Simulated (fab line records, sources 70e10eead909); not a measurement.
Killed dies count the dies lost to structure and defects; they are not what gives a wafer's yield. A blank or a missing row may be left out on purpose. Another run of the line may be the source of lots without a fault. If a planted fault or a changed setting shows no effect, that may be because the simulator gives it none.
Chamber matching -- flow nandHarc -- NHARC_P_GATE_DEP_103 on pecvd-02 has 3 sister chambers
The step deposits SiON, target thk 30 nm. 14 wafers are shown with their chamber, then 7 later ones without.

## EACH WAFER AND ITS CHAMBER
wafer,chamber,heaterPowerW (W)
L608.2,1,694
L608.3,0,693
L608.4,1,686
L610.1,2,797
L610.5,0,671
L610.6,2,780
L612.1,2,798
L612.4,0,684
L612.5,1,684
L613.4,0,708
L613.5,1,695
L613.6,2,820
L626.1,0,627
L626.2,2,843

SIGNATURES (averages over the wafers above)
reading,chamber 0,chamber 1,chamber 2,scatter within a chamber
heaterPowerW,676.60,689.75,807.60,23.9
Rule: for each reading, subtract the chamber's mean from the wafer's reading, divide by that reading's scatter and square the result; add these up over the readings and take the root, which gives the wafer's distance from the chamber. If the next closest chamber is less than 2 further off than the closest, the wafer can't be placed; otherwise it belongs to the closest. How the scatter is found: for the shown wafers, subtract from each reading the mean of its chamber, square and add these, divide the total by (wafers less chambers), then take the root.

## WAFERS WITHOUT THEIR CHAMBER
wafer,heaterPowerW (W)
L626.5,863
L629.3,623
L629.4,863
L629.6,679
L630.1,839
L630.4,719
L630.6,636

## WHICH CHAMBER EACH WENT THROUGH
wafer,from the rows above,in truth
L626.5,2,2
L629.3,can't be placed: 0 or 1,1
L629.4,2,2
L629.6,can't be placed: 0 or 1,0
L630.1,2,2
L630.4,can't be placed: 1 or 0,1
L630.6,can't be placed: 0 or 1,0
Correct placement for 3 of the 7. Not placeable from these rows: 4 (in 4, the candidates include the true chamber). 0 placed wrongly.
